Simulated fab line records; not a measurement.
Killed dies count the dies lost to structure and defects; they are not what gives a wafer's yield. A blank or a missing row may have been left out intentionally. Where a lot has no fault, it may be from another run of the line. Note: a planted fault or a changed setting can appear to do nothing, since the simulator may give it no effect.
Lot-split experiment	flow n5-finfet	on a route of 1938 steps: 7 lots, 21 wafers read

== ABOUT THE SPLIT ==
At N5_BEOL_M5_TRENCH_ETCH_37 (etches SiCOH lowk in C4F6/O2, target depth 71.652 nm, time 24.7 s), the setting bias-w was moved away from the recipe's 185 W on 5 of the 21 wafers read, by -12.1% to +5.0%. This setting was run at the recipe's value on the other wafers.

The reading comes from the split's own step.

== THE READING ==
rf-vpp-V, in V, at N5_BEOL_M5_TRENCH_ETCH_37 (etches SiCOH lowk in C4F6/O2, target depth 71.652 nm, time 24.7 s). Fault-free wafers of this fab line usually give 661 V, standard deviation 13 V.

wafer	tool, chamber at the split	bias-w as run, W	against the recipe	rf-vpp-V, V	against lot-mates on the recipe
L075.1	rie-diel-05, 2	185	recipe	688	-
L075.3	rie-diel-05, 1	163.3	-11.7%	597	-90
L075.5	rie-diel-05, 2	185	recipe	687	-
L078.3	rie-diel-01, 2	185	recipe	653	-
L078.4	rie-diel-01, 1	185	recipe	648	-
L078.6	rie-diel-01, 3	185	recipe	659	-
L083.4	rie-diel-01, 2	185	recipe	652	-
L083.5	rie-diel-01, 3	185	recipe	661	-
L083.6	rie-diel-01, 1	185	recipe	649	-
L082.1	rie-diel-04, 2	166.6	-9.9%	625	-22
L082.3	rie-diel-04, 0	185	recipe	647	-
L082.5	rie-diel-04, 0	166.6	-9.9%	596	-51
L084.1	rie-diel-01, 2	162.7	-12.1%	589	-68
L084.4	rie-diel-01, 2	185	recipe	651	-
L084.5	rie-diel-01, 3	185	recipe	662	-
L087.1	rie-diel-01, 1	185	recipe	648	-
L087.2	rie-diel-01, 2	185	recipe	652	-
L087.4	rie-diel-01, 3	194.2	+5.0%	688	+38
L093.1	rie-diel-04, 1	185	recipe	666	-
L093.4	rie-diel-04, 0	185	recipe	646	-
L093.5	rie-diel-04, 0	185	recipe	646	-

FIT RESULTS
A straight line over all 21 wafers: rf-vpp-V changes by +5.2 V for each +1% of bias-w; r = +0.89; the points scatter about the line by 13 V.
The same after taking each lot's own level away (the mean of its wafers on the recipe; 21 wafers): +5.61 V for each +1%; r = +0.92; scatter 11 V.
According to that fit, moving bias-w by its largest amount changes the reading by 68 V.
The span of the lots' own levels, 647.0 to 687.5 V, comes to 3.1 times the standard deviation stated above.
Hence the lot-to-lot level has little effect on the slope; both slopes agree.
Check: -66 V against its lot-mates is what the line predicts for one of the wafers moved furthest among these (-12.1%) when that wafer is left out of the fit. Against them it came out at -67.5 V.
Tool readings at the split's step, against how far the setting was moved: rf-vpp-V r = +0.89.

== THESE WAFERS: OTHER SPLITS ==
Before the reading, these wafers also passed through other splits. Each is held against what the fit with the lots' levels taken away leaves over:
other split on the same wafers	wafers away from the commonest value	r with rf-vpp-V (lot level and that fit taken away)
N5_BEOL_M4_ALD_84 co-reactant-pulse-time-s	8	+0.28
N5_BEOL_M5_COAT_05 spin-rpm	5	-0.42
N5_BEOL_M5_ETCH_62 source-w	10	+0.20

== THE FILE'S OWN FIT ==
rf-vpp-V changes by +5.98 V for each +1% of bias-w, r = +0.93.
